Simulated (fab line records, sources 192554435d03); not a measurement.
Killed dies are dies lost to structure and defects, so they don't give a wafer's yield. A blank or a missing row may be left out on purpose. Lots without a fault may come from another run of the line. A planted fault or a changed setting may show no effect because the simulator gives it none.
Chamber matching | flow n5_finfet | N5_BEOL_M15_DESCUM_33 on rie_diel-06: 4 sister chambers
The step chemistry O2, time 7.9 s. 4 wafers are shown with their chamber, then 11 later ones without.

WAFERS WITH THEIR CHAMBER
wafer  | chamber | showerhead_plenum_p_Torr (Torr)
L085.4 | 3       | 2.22
L086.1 | 1       | 2.04
L086.6 | 0       | 2.12
L091.2 | 2       | 2.07

WAFERS WITHOUT THEIR CHAMBER
wafer  | showerhead_plenum_p_Torr (Torr)
L091.4 | 2.03
L091.6 | 2.03
L092.2 | 2.12
L092.4 | 2.03
L092.6 | 2.03
L095.1 | 2.03
L095.2 | 2.21
L095.5 | 2.07
L096.2 | 2.03
L096.4 | 2.07
L096.6 | 2.21

WHICH CHAMBER EACH WENT THROUGH
wafer  | from the rows above | in truth
L091.4 | 1                   | 1
L091.6 | 1                   | 1
L092.2 | 0                   | 0
L092.4 | 1                   | 1
L092.6 | 1                   | 1
L095.1 | 1                   | 1
L095.2 | 3                   | 3
L095.5 | 2                   | 2
L096.2 | 1                   | 1
L096.4 | 2                   | 2
L096.6 | 3                   | 3
Placed correctly: 11 of 11. Can't be placed from these rows: 0. Placed wrongly: 0.
How it was worked out, from the rows above alone: a wafer's distance from a chamber is the root of the sum, over the readings, of the square of ((its reading less the chamber's mean) divided by the reading's scatter). The wafer belongs to the nearest chamber; if the next one is less than 2 further off, it can't be placed. A chamber's mean is the mean of its shown wafers. The scatter: with one shown wafer a chamber, the root of the mean of the squares of how far each hidden wafer lies from its nearest shown one.
